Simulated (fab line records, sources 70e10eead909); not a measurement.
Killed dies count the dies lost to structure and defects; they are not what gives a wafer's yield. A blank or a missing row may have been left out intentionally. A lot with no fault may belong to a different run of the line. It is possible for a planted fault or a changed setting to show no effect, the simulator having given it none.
Matching of chambers + flow nandHarc + NHARC_A_STAIRCASE_DEP_156 on pecvd-02 has 3 sister chambers
The step deposits SiNx, target thk 50 nm. 6 wafers are shown with their chamber, then 8 later ones without.

## EACH WAFER AND ITS CHAMBER
| wafer  | chamber | heaterPowerW (W) |
|--------|---------|------------------|
| L083.1 | 0       | 691              |
| L083.5 | 1       | 883              |
| L095.1 | 1       | 726              |
| L095.2 | 2       | 674              |
| L095.6 | 0       | 621              |
| L094.2 | 2       | 664              |

## WAFERS MISSING THEIR CHAMBER
| wafer  | heaterPowerW (W) |
|--------|------------------|
| L094.3 | 762              |
| L094.4 | 790              |
| L094.1 | 633              |
| L094.5 | 668              |
| L094.6 | 654              |
| L097.2 | 734              |
| L097.5 | 753              |
| L097.6 | 683              |

## EACH ONE'S CHAMBER
| wafer  | from the rows above          | in truth |
|--------|------------------------------|----------|
| L094.3 | can't be placed: 1 or 2 or 0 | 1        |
| L094.4 | can't be placed: 1 or 2 or 0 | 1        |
| L094.1 | can't be placed: 0 or 2      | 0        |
| L094.5 | can't be placed: 2 or 0 or 1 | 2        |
| L094.6 | can't be placed: 0 or 2      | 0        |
| L097.2 | can't be placed: 2 or 1 or 0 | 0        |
| L097.5 | can't be placed: 1 or 2 or 0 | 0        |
| L097.6 | can't be placed: 2 or 0 or 1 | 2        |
Placed correctly: 0 of 8. Not placeable from these rows: 8 (in 8, the candidates include the true chamber). Placed wrongly: 0.
How it was worked out, from the rows above alone: a wafer's distance from a chamber is the root of the sum, over the readings, of the square of ((its reading less the chamber's mean) divided by the reading's scatter). If the next closest chamber is less than 2 further off than the closest, the wafer can't be placed; otherwise it belongs to the closest. Each chamber's mean is taken over the wafers shown for it. How the scatter is found: for the shown wafers, subtract from each reading the mean of its chamber, square and add these, divide the total by (wafers less chambers), then take the root.
